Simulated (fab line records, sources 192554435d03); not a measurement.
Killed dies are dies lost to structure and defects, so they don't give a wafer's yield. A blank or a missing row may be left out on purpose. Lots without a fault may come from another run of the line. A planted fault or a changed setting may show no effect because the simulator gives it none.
Chamber matching | flow n5_finfet | N5_BEOL_M5_CO_CAP_78 on cvd_co-02: 3 sister chambers
The step material Co, precursor CCTBA/H2, target thk 2 nm, time 102.1 s. 6 wafers are shown with their chamber, then 7 later ones without.

WAFERS WITH THEIR CHAMBER
wafer  | chamber | heater_power_w (W) | susceptor_temp_C (C)
L984.6 | 1       | 250                | 199.96
L985.2 | 0       | 241                | 200.15
L985.6 | 1       | 255                | 199.69
L990.5 | 2       | 199                | 200.29
L997.1 | 2       | 197                | 200.03
L997.4 | 0       | 244                | 200.27

WAFERS WITHOUT THEIR CHAMBER
wafer  | heater_power_w (W) | susceptor_temp_C (C)
L997.5 | 201                | 199.96
L103.1 | 250                | 199.62
L103.2 | 206                | 200.12
L103.3 | 240                | 199.93
L104.2 | 202                | 200.02
L104.4 | 241                | 200.14
L104.6 | 203                | 199.75

WHICH CHAMBER EACH WENT THROUGH
wafer  | from the rows above | in truth
L997.5 | 2                   | 2
L103.1 | 1                   | 1
L103.2 | 2                   | 2
L103.3 | 0                   | 0
L104.2 | 2                   | 2
L104.4 | 0                   | 0
L104.6 | 2                   | 2
Placed correctly: 7 of 7. Can't be placed from these rows: 0. Placed wrongly: 0.
How it was worked out, from the rows above alone: a wafer's distance from a chamber is the root of the sum, over the readings, of the square of ((its reading less the chamber's mean) divided by the reading's scatter). The wafer belongs to the nearest chamber; if the next one is less than 2 further off, it can't be placed. A chamber's mean is the mean of its shown wafers. The scatter: the root of (the sum of the squares of (reading less its chamber's mean) over the shown wafers, divided by (wafers less chambers)).
